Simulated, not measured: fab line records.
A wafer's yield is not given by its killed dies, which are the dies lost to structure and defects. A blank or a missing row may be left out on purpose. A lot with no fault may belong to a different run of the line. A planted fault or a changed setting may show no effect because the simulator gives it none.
Chamber matching -- flow n5Finfet -- 4 sister chambers for N5_BEOL_M0_SAQP_ALD_48 on aldSin-01
The step deposits SiO2, target thk 20 nm, pulse time 1 s, co reactant pulse time 1 s. 24 wafers are shown with their chamber, then 12 later ones without.

## WAFERS, EACH WITH ITS CHAMBER
wafer,chamber,heaterPowerW (W),precursorPulseHeightRel
L074.1,0,82,1.011
L074.2,3,85,0.997
L074.5,2,87,1.012
L076.1,3,87,1.005
L076.2,1,65,1.020
L076.3,2,87,1.014
L077.3,2,88,1.032
L077.4,3,86,1.006
L077.5,2,84,0.959
L081.1,1,67,0.994
L081.3,3,87,0.977
L081.6,2,85,1.017
L084.3,2,86,1.008
L084.5,1,65,0.987
L084.6,0,83,0.975
L088.1,2,87,1.016
L088.2,1,64,1.040
L088.5,3,86,0.986
L090.4,0,84,1.017
L090.5,3,86,0.983
L090.6,2,87,1.016
L091.1,3,88,0.994
L091.3,0,84,1.032
L091.6,3,88,0.992

SIGNATURES, as means of the wafers listed above
reading,chamber 0,chamber 1,chamber 2,chamber 3,scatter within a chamber
heaterPowerW,83.25,65.25,86.38,86.62,1.17
precursorPulseHeightRel,1.00875,1.01025,1.00925,0.99250,0.0194
Rule: for a wafer and a chamber, the distance is found by dividing, reading by reading, the gap between the wafer's reading and the chamber's mean by the reading's scatter, squaring, summing and taking the root. If the next closest chamber is less than 2 further off than the closest, the wafer can't be placed; otherwise it belongs to the closest. How the scatter is found: for the shown wafers, subtract from each reading the mean of its chamber, square and add these, divide the total by (wafers less chambers), then take the root.

## WAFERS WITHOUT THEIR CHAMBER
wafer,heaterPowerW (W),precursorPulseHeightRel
L093.1,65,1.024
L093.4,83,0.978
L093.5,87,0.963
L095.4,89,1.003
L095.5,86,1.008
L095.6,87,1.009
L096.1,83,0.991
L096.3,87,0.993
L096.5,87,0.992
L097.2,88,0.998
L097.4,90,1.010
L097.5,88,0.985

## WHICH CHAMBER EACH WENT THROUGH
wafer,from the rows above,in truth
L093.1,1,1
L093.4,can't be placed: 0 or 3 or 2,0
L093.5,can't be placed: 3 or 2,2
L095.4,can't be placed: 3 or 2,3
L095.5,can't be placed: 2 or 3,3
L095.6,can't be placed: 2 or 3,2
L096.1,0,0
L096.3,can't be placed: 3 or 2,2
L096.5,can't be placed: 3 or 2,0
L097.2,can't be placed: 3 or 2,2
L097.4,can't be placed: 3 or 2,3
L097.5,can't be placed: 3 or 2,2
2 of 12 placed correctly. These rows do not allow placing 10 (true chamber among the candidates in 9). Number placed wrongly: 0.
